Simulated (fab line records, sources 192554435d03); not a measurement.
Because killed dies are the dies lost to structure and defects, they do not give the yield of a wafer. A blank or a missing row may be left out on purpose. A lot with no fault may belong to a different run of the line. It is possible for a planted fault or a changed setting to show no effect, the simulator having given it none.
Split-lot trial + flow n5_finfet + 7 lots, 39 wafers read, on a route of 1938 steps

## THE SPLIT
At N5_DUMMY_GATE_ETCH_32 (etches SiO2 in CF4, target depth 3.5 nm, time 3.9 s), the setting time_s was moved away from the recipe's 3.9 s on 12 of the 39 wafers read, by -21.7% to +13.9%. The other wafers ran this setting at the recipe's value.

The split's own step is where the reading is taken.

## THE READING
etch.depth_nm (the simulator's own value, which no gauge read), in nm, at N5_DUMMY_GATE_ETCH_32 (etches SiO2 in CF4, target depth 3.5 nm, time 3.9 s). No usual value for it is given in the file. The 27 wafers here that ran the recipe average 3.534 nm, standard deviation 0.043 nm.

| wafer  | tool, chamber at the split | time_s as run, s | against the recipe | etch.depth_nm, nm | against lot-mates on the recipe |
|--------|----------------------------|------------------|--------------------|-------------------|---------------------------------|
| L075.1 | rie_si-04, 1               | 3.054            | -21.7%             | 2.73              | -0.817                          |
| L075.2 | rie_si-04, 3               | 3.9              | recipe             | 3.574             | -                               |
| L075.3 | rie_si-04, 2               | 3.054            | -21.7%             | 2.797             | -0.750                          |
| L075.4 | rie_si-04, 2               | 3.9              | recipe             | 3.557             | -                               |
| L075.5 | rie_si-04, 3               | 3.054            | -21.7%             | 2.78              | -0.767                          |
| L075.6 | rie_si-04, 1               | 3.9              | recipe             | 3.509             | -                               |
| L078.1 | rie_si-01, 2               | 3.9              | recipe             | 3.583             | -                               |
| L078.2 | rie_si-01, 3               | 3.9              | recipe             | 3.456             | -                               |
| L078.3 | rie_si-01, 1               | 3.9              | recipe             | 3.515             | -                               |
| L078.4 | rie_si-01, 3               | 3.9              | recipe             | 3.467             | -                               |
| L078.5 | rie_si-01, 2               | 3.9              | recipe             | 3.584             | -                               |
| L078.6 | rie_si-01, 1               | 3.9              | recipe             | 3.488             | -                               |
| L080.1 | rie_si-04, 2               | 3.9              | recipe             | 3.564             | -                               |
| L080.2 | rie_si-04, 0               | 3.9              | recipe             | 3.523             | -                               |
| L080.3 | rie_si-04, 1               | 3.9              | recipe             | 3.495             | -                               |
| L080.4 | rie_si-04, 1               | 3.9              | recipe             | 3.53              | -                               |
| L080.5 | rie_si-04, 0               | 3.9              | recipe             | 3.458             | -                               |
| L080.6 | rie_si-04, 2               | 3.9              | recipe             | 3.56              | -                               |
| L084.1 | rie_si-03, 3               | 4.444            | +13.9%             | 4.08              | +0.565                          |
| L084.2 | rie_si-03, 1               | 4.444            | +13.9%             | 3.936             | +0.421                          |
| L084.3 | rie_si-03, 2               | 3.9              | recipe             | 3.528             | -                               |
| L084.4 | rie_si-03, 0               | 4.444            | +13.9%             | 4.001             | +0.486                          |
| L084.5 | rie_si-03, 0               | 3.9              | recipe             | 3.514             | -                               |
| L084.6 | rie_si-03, 1               | 3.9              | recipe             | 3.504             | -                               |
| L085.1 | rie_si-03, 2               | 3.9              | recipe             | 3.545             | -                               |
| L085.5 | rie_si-03, 3               | 3.9              | recipe             | 3.608             | -                               |
| L085.6 | rie_si-03, 2               | 3.9              | recipe             | 3.508             | -                               |
| L088.1 | rie_si-01, 0               | 3.9              | recipe             | 3.581             | -                               |
| L088.2 | rie_si-01, 3               | 3.28             | -15.9%             | 2.936             | -0.649                          |
| L088.3 | rie_si-01, 1               | 3.9              | recipe             | 3.564             | -                               |
| L088.4 | rie_si-01, 2               | 3.9              | recipe             | 3.609             | -                               |
| L088.5 | rie_si-01, 2               | 3.28             | -15.9%             | 3.069             | -0.516                          |
| L088.6 | rie_si-01, 3               | 3.28             | -15.9%             | 2.913             | -0.672                          |
| L095.1 | rie_si-01, 0               | 3.298            | -15.4%             | 2.997             | -0.530                          |
| L095.2 | rie_si-01, 1               | 3.9              | recipe             | 3.505             | -                               |
| L095.3 | rie_si-01, 3               | 3.298            | -15.4%             | 2.955             | -0.572                          |
| L095.4 | rie_si-01, 2               | 3.9              | recipe             | 3.579             | -                               |
| L095.5 | rie_si-01, 1               | 3.9              | recipe             | 3.498             | -                               |
| L095.6 | rie_si-01, 2               | 3.298            | -15.4%             | 3.024             | -0.503                          |

THE FIT
A straight line over all 39 wafers: etch.depth_nm changes by +0.0349 nm for each +1% of time_s; r = +0.99; the points scatter about the line by 0.047 nm.
The same after taking each lot's own level away (the mean of its wafers on the recipe; 39 wafers): +0.036 nm for each +1%; r = +0.99; scatter 0.044 nm.
On that fit, the largest move of time_s shifts the reading by 0.78 nm.
Across the lots, their own levels run from 3.5153 to 3.5847 nm, a range of 1.6 times the standard deviation given above.
Hence the lot-to-lot level has little effect on the slope; both slopes agree.
Check: for one of the wafers moved furthest among these (-21.7%), held out of the fit, the line's prediction against its lot-mates is -0.778 nm. It came out at -0.817 nm against them.

## FURTHER SPLITS ON THESE WAFERS
Note: prior to the reading, these wafers also went through further splits. Each is held against what the fit with the lots' levels taken away leaves over:
| other split on the same wafers     | wafers away from the commonest value | r with etch.depth_nm (lot level and that fit taken away) |
|------------------------------------|--------------------------------------|----------------------------------------------------------|
| N5_WELL_APT_EXPOSE_05 dose_mj      | 6                                    | +0.21                                                    |
| N5_FIN_SAQP_HM_DEP_72 target_thk_a | 9                                    | -0.09                                                    |
| N5_DUMMY_GATE_EXPOSE_12 dose_mj    | 15                                   | +0.02                                                    |

## THE FILE'S OWN FIT
etch.depth_nm changes by +0.0361 nm for each +1% of time_s, r = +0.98.
